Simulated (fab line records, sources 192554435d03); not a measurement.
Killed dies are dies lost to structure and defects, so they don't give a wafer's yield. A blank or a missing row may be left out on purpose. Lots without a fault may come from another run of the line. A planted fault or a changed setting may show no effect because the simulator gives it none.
A struck lot beside a sound one | flow n5_finfet | 15 steps out of a route of 1938
Sound: wafers L181.1, L181.2, L181.6. Struck: wafers L191.3, L191.4, L191.5. The cause comes at the end.
At each step with rows: each side's tool, then ch and its chambers, then its first start. Under that, the readings that differ: sound wafers | struck wafers | difference of the means | sigmas: that difference in standard deviations of wafers without a fault.
alike: readings whose means differ by less than 2 such deviations, and words and numbers that are the same on both sides. not compared: withheld readings, readings that some wafer has no value for, bounds like >300 that may hide the same value, and numbers for which the record gives no deviation and whose values overlap.
The two part at a step that has a row with sigmas, a row that says differs or no value, or rows on one side only. Numbers that don't overlap but have no deviation are shown without sigmas and don't part them. A reading that every wafer of one side lacks parts them only if that side has two wafers or more.

N5_BEOL_M3_SPUTTER_92: material Cu, target thk 4.5 nm, time 8.29 s.
  sound on pvd_sputter-01, day 8 06:05; struck on pvd_sputter-02, day 10 15:40
  alike: throttle_valve_pct
N5_BEOL_M3_ANNEAL_93: time 240 s.
  sound on pvd_sputter-01, day 8 06:10; struck on pvd_sputter-02, day 10 15:44
  alike: heater_power_w
then, 2 steps without rows for these wafers: N5_BEOL_M3_SPUTTER_94 (material Cu, target thk 4.5 nm, time 8.29 s); N5_BEOL_M3_ANNEAL_95 (time 240 s).
N5_BEOL_M3_SPUTTER_96: material Cu, target thk 4.5 nm, time 8.29 s.
  sound on pvd_sputter-01, day 8 06:31; struck on pvd_sputter-02, day 10 16:06
  alike: throttle_valve_pct
then, 2 steps without rows for these wafers: N5_BEOL_M3_ECD_50 (material Cu, target thk 300 nm); N5_BEOL_M3_ANNEAL_51 (time 90 s).
N5_BEOL_M3_CMP_52: polishes, stops on SiOC, t overpolish 6.8 s, target thk 40 nm.
  sound on cmp-03 ch 1,2, day 8 07:01; struck on cmp-04 ch 0,1,3, day 10 16:39
  reading                 | sound                | struck               | difference | sigmas
  head_pressure_psi (psi) | 0.9975 0.9955 0.9969 | 1.0032 1.0039 1.0008 | +0.0060    | +3
  alike: barrier_field_endpoint_s, motor_current_A, overpolish_run_s, time_to_endpoint_s
N5_BEOL_M3_THK_MEAS_53: measures by xrf.
  sound on film_metro-02, day 8 07:18; struck on film_metro-02, day 10 16:55
  alike: M3_THK
N5_BEOL_M3_PRE_CLEAN_60: time 15 s.
  sound on cvd_co-01 ch 1,2, day 8 07:20; struck on cvd_co-02 ch 0,1,2, day 10 16:56
  alike: heater_power_w
then, 2 steps without rows for these wafers: N5_BEOL_M3_CO_CAP_55 (material Co, precursor CCTBA/H2, target thk 2 nm, time 102.1 s); N5_BEOL_M3_PRE_CLEAN_56 (time 15 s).
N5_BEOL_M3_DEP_57: deposits SiCN from 3MS/NH3, target thk 8 nm, time 14 s.
  sound on pecvd-02 ch 1,2, day 8 07:30; struck on pecvd-02 ch 0,1,2, day 10 17:06
  no value came back on the struck wafers for chamber_pressure_Torr (Torr), rf_fwd_power_W (W), showerhead_plenum_p_Torr (Torr), throttle_valve_pct (%); on the sound wafers chamber_pressure_Torr (Torr) reads 3.008 2.996 3.003
N5_BEOL_M4_RC_MEAS_101:
  the record has rows for the sound wafers here (prober-02 ch 0, day 8 14:51) and none for the struck ones
-- the record jumps here: 5 days lie between the struck wafers' starts before and after (it left off in module BEOL_M4 and takes up again in module PASSIVATION, whose first step shown is number 1936 of the route) --
N5_PASSIVATION_PROBE_49:
  sound on prober-02, day 12 16:47; struck on prober-02, day 15 13:50
  reading                  | sound          | struck         | difference | sigmas
  defect_limited_yield (%) | 88.3 91.7 89.1 | 0 0 0          | -90        | -64
  killed_at_M0_to_M3       | 44 28 43       | 1107 1094 1119 | +1068      | +99 or more
  killed_at_contacts       | 44 24 29       | 7 7 4          | -26        | -4
  killed_dies              | 138 98 129     | 1180 1180 1180 | +1058      | +66
  killed_on_rim            | 22 12 22       | 152 152 152    | +133       | +33
  sort_bin_5_function (%)  | 6.2 5.0 6.1    | 96.9 96.1 95.9 | +90.5      | +99 or more
  sort_n_pass              | 1042 1082 1051 | 0 0 0          | -1058      | -66
  sort_yield_pct (%)       | 88.3 91.7 89.1 | 0 0 0          | -90        | -64
  alike: killed_at_M4_up, killed_at_front_end, killed_at_other, killed_open, killed_short, sort_bin_6_memory

WHERE THEY PART
First at N5_BEOL_M3_CMP_52; last, within this record, at N5_PASSIVATION_PROBE_49.

WHY: what the simulator had put in
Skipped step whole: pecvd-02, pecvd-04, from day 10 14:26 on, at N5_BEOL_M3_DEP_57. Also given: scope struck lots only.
